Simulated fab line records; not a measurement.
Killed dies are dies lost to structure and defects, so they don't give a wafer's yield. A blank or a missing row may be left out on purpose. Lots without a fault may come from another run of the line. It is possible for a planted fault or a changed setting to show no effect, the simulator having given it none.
Matching of chambers :: flow n5Finfet :: rieDiel-04 running N5_HKMG_FIN_DESCUM_53: 4 sister chambers
The step chemistry O2, time 7.9 s. 4 wafers are shown with their chamber, then 12 later ones without.

== EACH WAFER AND ITS CHAMBER ==
wafer: L086.6
chamber: 3
drypumpMotorCurrentA (A): 5.5

wafer: L091.5
chamber: 2
drypumpMotorCurrentA (A): 5.6

wafer: L092.3
chamber: 1
drypumpMotorCurrentA (A): 6.1

wafer: L092.5
chamber: 0
drypumpMotorCurrentA (A): 5.8

== WAFERS WITH NO CHAMBER GIVEN ==
wafer: L093.3
drypumpMotorCurrentA (A): 6.1

wafer: L093.4
drypumpMotorCurrentA (A): 5.8

wafer: L093.6
drypumpMotorCurrentA (A): 6.1

wafer: L094.4
drypumpMotorCurrentA (A): 5.5

wafer: L094.5
drypumpMotorCurrentA (A): 6.1

wafer: L094.6
drypumpMotorCurrentA (A): 5.8

wafer: L095.2
drypumpMotorCurrentA (A): 5.8

wafer: L095.4
drypumpMotorCurrentA (A): 5.5

wafer: L095.5
drypumpMotorCurrentA (A): 5.9

wafer: L097.1
drypumpMotorCurrentA (A): 5.8

wafer: L097.4
drypumpMotorCurrentA (A): 5.5

wafer: L097.6
drypumpMotorCurrentA (A): 5.6

== EACH ONE'S CHAMBER ==
wafer: L093.3
from the rows above: 1
in truth: 1

wafer: L093.4
from the rows above: 0
in truth: 0

wafer: L093.6
from the rows above: 1
in truth: 1

wafer: L094.4
from the rows above: 3
in truth: 3

wafer: L094.5
from the rows above: 1
in truth: 1

wafer: L094.6
from the rows above: 0
in truth: 0

wafer: L095.2
from the rows above: 0
in truth: 0

wafer: L095.4
from the rows above: 3
in truth: 3

wafer: L095.5
from the rows above: 0
in truth: 0

wafer: L097.1
from the rows above: 0
in truth: 0

wafer: L097.4
from the rows above: 3
in truth: 3

wafer: L097.6
from the rows above: 2
in truth: 2
12 of 12 placed correctly. Can't be placed from these rows: 0. 0 placed wrongly.
How it was worked out, from the rows above alone: a wafer's distance from a chamber is the root of the sum, over the readings, of the square of ((its reading less the chamber's mean) divided by the reading's scatter). If the next closest chamber is less than 2 further off than the closest, the wafer can't be placed; otherwise it belongs to the closest. For every chamber, the mean is computed from those of its wafers that are shown. The scatter: with one shown wafer a chamber, the root of the mean of the squares of how far each hidden wafer lies from its nearest shown one.
